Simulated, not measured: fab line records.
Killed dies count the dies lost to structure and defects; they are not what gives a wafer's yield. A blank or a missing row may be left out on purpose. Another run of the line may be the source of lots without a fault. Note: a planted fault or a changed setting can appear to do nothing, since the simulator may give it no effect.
Which tool did it? | flow n5Finfet | 72 wafers from 24 lots sampled at 3 of the route's 1938 steps

WHAT THE GAUGES SHOWED, per wafer
N5_HKMG_FIN_THK_MEAS_70: measures by xrf.
lot  | measured    | on           | HK_THK (nm)
L074 | day 4 06:47 | filmMetro-02 | 1.615 1.645 1.621
L075 | day 4 11:42 | filmMetro-02 | 1.641 1.639 1.654
L076 | day 4 13:46 | filmMetro-01 | 1.587 1.596 1.591
L077 | day 4 21:23 | filmMetro-02 | 1.574 1.632 1.577
L078 | day 5 05:27 | filmMetro-02 | 1.601 1.663 1.615
L079 | day 5 07:42 | filmMetro-01 | 1.599 1.631 1.633
L080 | day 5 13:26 | filmMetro-02 | 1.602 1.632 1.618
L081 | day 5 19:22 | filmMetro-02 | 1.613 1.616 1.621
L083 | day 6 07:34 | filmMetro-01 | 1.607 1.611 1.617
L082 | day 6 07:49 | filmMetro-01 | 1.605 1.606 1.606
L084 | day 6 16:19 | filmMetro-01 | 1.603 1.595 1.585
L085 | day 6 20:12 | filmMetro-01 | 1.604 1.607 1.594
L086 | day 7 02:14 | filmMetro-01 | 1.618 1.625 1.616
L087 | day 7 11:03 | filmMetro-02 | 1.586 1.630 1.605
L088 | day 7 21:52 | filmMetro-01 | 1.606 1.611 1.634
L089 | day 7 22:55 | filmMetro-01 | 1.626 1.624 1.615
L090 | day 8 04:56 | filmMetro-02 | 1.641 1.606 1.622
L091 | day 8 11:58 | filmMetro-01 | 1.629 1.624 1.607
L092 | day 8 15:09 | filmMetro-01 | 1.635 1.622 1.594
L093 | day 8 22:02 | filmMetro-01 | 1.623 1.613 1.607
L094 | day 9 03:19 | filmMetro-01 | 1.628 1.611 1.633
L095 | day 9 16:05 | filmMetro-02 | 1.587 1.623 1.606
L096 | day 9 17:41 | filmMetro-02 | 1.586 1.589 1.614
L097 | day 9 23:51 | filmMetro-02 | 1.569 1.589 1.632

N5_HKMG_FIN_INSPECT_14: inspects for defects (macro).
lot  | measured     | on               | rawDefectCount
L074 | day 4 07:35  | defectInspect-02 | 1 2 3
L075 | day 4 12:30  | defectInspect-01 | 3 4 0
L076 | day 4 14:42  | defectInspect-02 | 3 1 2
L077 | day 4 22:19  | defectInspect-02 | 1 1 1
L078 | day 5 06:23  | defectInspect-02 | 0 1 2
L079 | day 5 08:31  | defectInspect-01 | 1 1 1
L080 | day 5 14:22  | defectInspect-02 | 2 1 2
L081 | day 5 20:35  | defectInspect-01 | 1 3 1
L083 | day 6 08:29  | defectInspect-01 | 1 4 1
L082 | day 6 08:44  | defectInspect-01 | 5 1 2
L084 | day 6 17:07  | defectInspect-02 | 0 0 1
L085 | day 6 21:08  | defectInspect-02 | 3 3 4
L086 | day 7 03:10  | defectInspect-01 | 2 4 2
L087 | day 7 11:52  | defectInspect-02 | 2 1 1
L088 | day 7 22:47  | defectInspect-02 | 1 1 2
L089 | day 7 23:51  | defectInspect-02 | 2 1 1
L090 | day 8 05:44  | defectInspect-01 | 5 3 2
L091 | day 8 12:46  | defectInspect-01 | 1 1 4
L092 | day 8 16:07  | defectInspect-02 | 2 0 1
L093 | day 8 22:58  | defectInspect-02 | 4 4 0
L094 | day 9 04:14  | defectInspect-02 | 3 1 6
L095 | day 9 17:01  | defectInspect-02 | 1 4 2
L096 | day 9 18:29  | defectInspect-01 | 1 3 4
L097 | day 10 00:47 | defectInspect-01 | 0 2 1

TOOL THAT RAN EACH LOT (tool first, then ch and the chambers of the sampled wafers, then the start)
lot  | N5_HKMG_FIN_CVD_62
L074 | thermalCvdSi-02 ch 0,1, day 4 05:55
L075 | thermalCvdSi-01 ch 0,1, day 4 11:01
L076 | thermalCvdSi-02 ch 0,1,2, day 4 13:05
L077 | thermalCvdSi-01 ch 0,1,2, day 4 20:42
L078 | thermalCvdSi-02 ch 0,1,2, day 5 04:46
L079 | thermalCvdSi-01 ch 0,1,2, day 5 07:02
L080 | thermalCvdSi-02 ch 0,1, day 5 12:45
L081 | thermalCvdSi-01 ch 0,1, day 5 18:41
L083 | thermalCvdSi-02 ch 0,1, day 6 06:50
L082 | thermalCvdSi-01 ch 0,2, day 6 07:07
L084 | thermalCvdSi-02 ch 0,1, day 6 15:38
L085 | thermalCvdSi-01 ch 0,1,2, day 6 19:30
L086 | thermalCvdSi-02 ch 1,2, day 7 01:33
L087 | thermalCvdSi-01 ch 0,2, day 7 10:22
L088 | thermalCvdSi-02 ch 0,2, day 7 21:11
L089 | thermalCvdSi-01 ch 0,1,2, day 7 22:11
L090 | thermalCvdSi-02 ch 0,1, day 8 04:08
L091 | thermalCvdSi-01 ch 0,1,2, day 8 11:17
L092 | thermalCvdSi-02 ch 0,1, day 8 14:18
L093 | thermalCvdSi-01 ch 1,2, day 8 21:21
L094 | thermalCvdSi-02 ch 0,2, day 9 02:38
L095 | thermalCvdSi-01 ch 0,1,2, day 9 15:19
L096 | thermalCvdSi-02 ch 0,1,2, day 9 16:56
L097 | thermalCvdSi-01 ch 0,1, day 9 23:11
- N5_HKMG_FIN_CVD_62: deposits a-Si from Si2H6, target thk 3 nm, time 20.8 s.

WHAT THE TOOLS THEMSELVES READ (means of the sampled wafers that have a number; where no wafer has one, the mark that the record gives instead)
N5_HKMG_FIN_CVD_62.
lot  | tool            | heaterPowerW (W)
L074 | thermalCvdSi-02 | 1244
L075 | thermalCvdSi-01 | 1464
L076 | thermalCvdSi-02 | 1363
L077 | thermalCvdSi-01 | 1562
L078 | thermalCvdSi-02 | 1362
L079 | thermalCvdSi-01 | 1576
L080 | thermalCvdSi-02 | 1235
L081 | thermalCvdSi-01 | 1640
L083 | thermalCvdSi-02 | 1247
L082 | thermalCvdSi-01 | 1514
L084 | thermalCvdSi-02 | 1260
L085 | thermalCvdSi-01 | 1578
L086 | thermalCvdSi-02 | 1460
L087 | thermalCvdSi-01 | 1525
L088 | thermalCvdSi-02 | 1273
L089 | thermalCvdSi-01 | 1587
L090 | thermalCvdSi-02 | 1262
L091 | thermalCvdSi-01 | 1565
L092 | thermalCvdSi-02 | 1255
L093 | thermalCvdSi-01 | 1639
L094 | thermalCvdSi-02 | 1401
L095 | thermalCvdSi-01 | 1603
L096 | thermalCvdSi-02 | 1363
L097 | thermalCvdSi-01 | 1646

THE ANSWER, worked out from the rows above alone
Rule: the lots themselves supply what counts as usual. The widest of any qualifying gaps counts: lots, ordered by their means at a reading, are off when they make up no more than a third of the lots, leave a main group of 4 or more, and stand apart from it by 3 or more times the standard deviation of that group's means. A main group is skipped when, at the precision printed for the reading in the tables above, its means are all equal. Also off: a lot with no number at a reading for which 4 or more lots have one. Any other lot the step has rows for is counted as sound. The gauges are gone through in route order, then the tools' own readings, and for those a lot's mean is taken as printed above. At the first step where some lot is off, the reading lying furthest off is the one used; lots without a number count as furthest.
Nothing can be told from this: no lot is off at any reading shown.

WHAT HAD BEEN PUT IN BY THE SIMULATOR
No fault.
